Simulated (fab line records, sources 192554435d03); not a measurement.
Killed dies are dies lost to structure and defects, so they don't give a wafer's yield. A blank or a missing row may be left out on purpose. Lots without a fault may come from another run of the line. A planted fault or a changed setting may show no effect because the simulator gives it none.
Which tool did it? | flow n5_finfet | 12 lots, 36 wafers sampled, at 3 steps of a route of 1938

WHAT THE GAUGES READ, wafer by wafer
N5_BEOL_M7_CD_MEAS_11: target cd 38.5 nm. Usual: cd_nm 38.5 nm, standard deviation 0.53.
lot  | measured     | on        | cd_nm (nm)     | flag
L510 | day 9 09:10  | cd_sem-03 | 38.5 37.9 37.5 |
L512 | day 9 11:25  | cd_sem-02 | 38.9 38.3 38.3 |
L513 | day 9 11:42  | cd_sem-01 | 38.6 38.2 38.3 |
L514 | day 9 23:13  | cd_sem-03 | 38.5 39.1 39.0 |
L517 | day 10 13:52 | cd_sem-01 | 39.1 38.9 39.4 |
L518 | day 10 14:17 | cd_sem-01 | 38.2 38.5 38.4 |
L524 | day 13 01:37 | cd_sem-02 | 38.6 39.2 38.8 |
L526 | day 13 07:05 | cd_sem-03 | 39.3 38.7 38.1 |
L529 | day 13 20:02 | cd_sem-03 | 39.3 38.1 38.0 |
L530 | day 14 00:15 | cd_sem-03 | 39.1 39.1 38.7 |
L531 | day 14 08:10 | cd_sem-01 | 39.1 38.1 38.6 |
L532 | day 14 17:08 | cd_sem-02 | 38.3 37.9 37.8 |

N5_BEOL_M7_INSPECT_13: inspects for defects (brightfield). Usual: raw_defect_count 407, standard deviation 91.
lot  | measured     | on                | raw_defect_count | flag
L510 | day 9 09:13  | defect_inspect-02 | 326 345 332      |
L512 | day 9 11:29  | defect_inspect-01 | 365 325 387      |
L513 | day 9 11:46  | defect_inspect-02 | 359 295 441      |
L514 | day 9 23:16  | defect_inspect-01 | 271 276 328      |
L517 | day 10 13:55 | defect_inspect-01 | 429 401 305      |
L518 | day 10 14:20 | defect_inspect-02 | 402 478 333      |
L524 | day 13 01:40 | defect_inspect-01 | 341 270 224      |
L526 | day 13 07:08 | defect_inspect-02 | 375 289 373      |
L529 | day 13 20:05 | defect_inspect-02 | 529 434 427      |
L530 | day 14 00:19 | defect_inspect-01 | 311 510 503      |
L531 | day 14 08:13 | defect_inspect-02 | 539 487 392      |
L532 | day 14 17:11 | defect_inspect-02 | 358 491 498      |

WHICH TOOL RAN EACH LOT (tool, then ch and the chambers of the sampled wafers, then the start)
lot  | N5_BEOL_M7_HM_DEP_02
L510 | pvd_sputter-03, day 9 08:40
L512 | pvd_sputter-03, day 9 10:56
L513 | pvd_sputter-03, day 9 11:13
L514 | pvd_sputter-01, day 9 22:43
L517 | pvd_sputter-02, day 10 13:22
L518 | pvd_sputter-01, day 10 13:47
L524 | pvd_sputter-02, day 13 01:07
L526 | pvd_sputter-02, day 13 06:35
L529 | pvd_sputter-02, day 13 19:32
L530 | pvd_sputter-03, day 13 23:44
L531 | pvd_sputter-02, day 14 07:40
L532 | pvd_sputter-01, day 14 16:38
- N5_BEOL_M7_HM_DEP_02: deposits TiN, target thk 20 nm.

WHAT THE TOOLS THEMSELVES READ (means of the sampled wafers that have a number; where no wafer has one, the mark that the record gives instead)
N5_BEOL_M7_HM_DEP_02. Usual: throttle_valve_pct 29.9 %, standard deviation 1.1.
lot  | tool           | throttle_valve_pct (%) | flag
L510 | pvd_sputter-03 | 31.0                   |
L512 | pvd_sputter-03 | 30.0                   |
L513 | pvd_sputter-03 | 30.6                   |
L514 | pvd_sputter-01 | 31.3                   |
L517 | pvd_sputter-02 | 29.4                   |
L518 | pvd_sputter-01 | 30.7                   |
L524 | pvd_sputter-02 | 29.8                   |
L526 | pvd_sputter-02 | 28.9                   |
L529 | pvd_sputter-02 | 29.8                   |
L530 | pvd_sputter-03 | 30.9                   |
L531 | pvd_sputter-02 | 29.3                   |
L532 | pvd_sputter-01 | 29.4                   |

THE ANSWER, worked out from the rows above alone
Rule: a lot is off if the mean of its wafers that have a number lies more than 3 standard deviations from the usual mean. A lot without any number at a reading at which 4 lots or more have one is off too. The other lots that the step has rows for count as sound. The gauges are gone through in route order, then the tools' own readings, and for those a lot's mean is taken as printed above. The first step at which some lot is off is used, and at that step the reading that is off furthest; a lot without a number counts as furthest.
No lot is off at any reading shown: from this, nothing can be told.

WHAT THE SIMULATOR HAD PUT IN
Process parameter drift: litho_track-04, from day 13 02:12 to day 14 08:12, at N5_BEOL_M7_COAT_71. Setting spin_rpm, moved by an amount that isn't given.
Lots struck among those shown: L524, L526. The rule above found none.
